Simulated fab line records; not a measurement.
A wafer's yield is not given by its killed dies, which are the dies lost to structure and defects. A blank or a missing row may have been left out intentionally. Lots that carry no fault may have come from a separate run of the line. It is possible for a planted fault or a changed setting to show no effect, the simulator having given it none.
Struck lot and sound lot, side by side -- flow n5-finfet -- 14 out of 1938 route steps
Sound: these wafers, L611.1, L611.2, L611.6. Wafers L619.5, L619.6 were the ones struck. The cause is given at the end.
Order at every step that has rows: each side's tool, ch and its chambers, its first start. Under that, the readings that differ: sound wafers -- struck wafers -- difference of the means -- sigmas: that difference in standard deviations of wafers without a fault.
alike: words and numbers the same on both sides, and readings whose means are apart by under 2 such deviations; not compared: readings that were withheld, readings missing a value for some wafer, numbers with overlapping values and no deviation given by the record, and bounds like >300 which may hide the same value.
Wherever a step has rows on one side only, a row that says differs or no value, or a row with sigmas, the two part there. When numbers do not overlap yet have no deviation, they are printed without sigmas and do not part them. A reading that every wafer of one side lacks parts them only if that side has two wafers or more.

N5_MIM_BOT_LITHO_CD_MEAS_08: the cd target is 3000 nm.
  sound on cd-sem-02 ch 0, day 15 07:25; struck on cd-sem-01 ch 0, day 17 16:31
  alike: cd-nm
N5_MIM_BOT_LITHO_OVL_MEAS_11:
  sound on overlay-01 ch 0, day 15 07:27; struck on overlay-02 ch 0, day 17 16:32
  alike: MIM_BOT_OVL
N5_MIM_BOT_LITHO_INSPECT_12: inspects for defects (macro).
  struck on defect-inspect-01, day 17 16:34; sound on defect-inspect-02, day 15 07:29
  alike: raw-defect-count
then, 1 step without rows for these wafers: N5_MIM_BOT_LITHO_DESCUM_10 (chemistry O2, time 7.9 s).
N5_MIM_BOT_ETCH_ETCH_04: etches SiNx in CF4/O2, target depth 26 nm, time 13 s.
  sound on rie-diel-02 ch 0,2,3, day 15 07:35; struck on rie-diel-02 ch 0,1, day 17 16:41
reading,sound,struck,difference,sigmas
O2_flow_sccm (sccm),10.01 9.88 9.95,10.03 10.01,+0.07,+2
  alike: chamber-pressure-mTorr, drypump-motor-current-A, oes-product-au, rf-vpp-V, showerhead-plenum-p-Torr, throttle-valve-pct
  not compared: rf-hours-counter-h
N5_MIM_BOT_ETCH_ETCH_03: etches the open film in Cl2/BCl3, target depth 12 nm.
  sound on rie-metal-03 ch 0,1, day 15 07:40; struck on rie-metal-02 ch 1, day 17 16:52
  alike: chamber-pressure-mTorr, drypump-motor-current-A, oes-product-au, throttle-valve-pct
  not compared: rf-hours-counter-h
N5_MIM_BOT_ETCH_ETCH_00: etches TiN in Cl2/BCl3, target depth 45.5 nm.
  sound on rie-metal-03 ch 0,1, day 15 07:46; struck on rie-metal-02 ch 1, day 17 17:05
  alike: chamber-pressure-mTorr, drypump-motor-current-A, oes-product-au, throttle-valve-pct
  not compared: rf-hours-counter-h
N5_MIM_BOT_ETCH_STRIP_01: strips in O2.
  sound on rie-diel-02 ch 0,2,3, day 15 07:54; struck on rie-diel-04 ch 2,3, day 17 17:13
  alike: chamber-pressure-mTorr, drypump-motor-current-A, oes-product-au, rf-vpp-V, showerhead-plenum-p-Torr, temp-c, throttle-valve-pct
  not compared: rf-hours-counter-h
then, 3 steps without rows for these wafers: N5_MIM_BOT_ETCH_STRIP_02 (strips in post etch residue remover, time 1200 s); N5_MIM_BOT_ETCH_CLEAN_05 (cleans in IPA, time 180 s); N5_MIM_BOT_ETCH_SRD_06 (time 30 s).
N5_PASSIVATION_PECVD_55: deposits SiO2 from SiH4/N2O, target thk 400 nm, time 22.5 s.
  sound on pecvd-02 ch 1,2, day 15 08:25; struck on pecvd-01 ch 1,2, day 17 17:44
  alike: heater-power-w, showerhead-plenum-p-Torr, susceptor-temp-C, throttle-valve-pct
N5_PASSIVATION_PECVD_01: deposits SiNx from SiH4/NH3/N2, target thk 200 nm, time 43.2 s.
  sound on pecvd-02 ch 1,2, day 15 08:26; struck on pecvd-01 ch 1,2, day 17 17:47
reading,sound,struck,difference,sigmas
susceptor-temp-C (C),399.93 399.89 399.97,- -,no value on the struck wafers,
model.SiNx_of_PASSIVATION_PECVD_01.thk-nm (nm),199.8 200 204,193 188.6,-10,
  alike: heater-power-w, showerhead-plenum-p-Torr, throttle-valve-pct
then, 1 step without rows for these wafers: N5_PASSIVATION_HMDS_03 (time 60 s).

## WHERE THEY PART
First at N5_MIM_BOT_ETCH_ETCH_04; last, within this record, at N5_PASSIVATION_PECVD_01.

WHY: the cause the simulator had injected
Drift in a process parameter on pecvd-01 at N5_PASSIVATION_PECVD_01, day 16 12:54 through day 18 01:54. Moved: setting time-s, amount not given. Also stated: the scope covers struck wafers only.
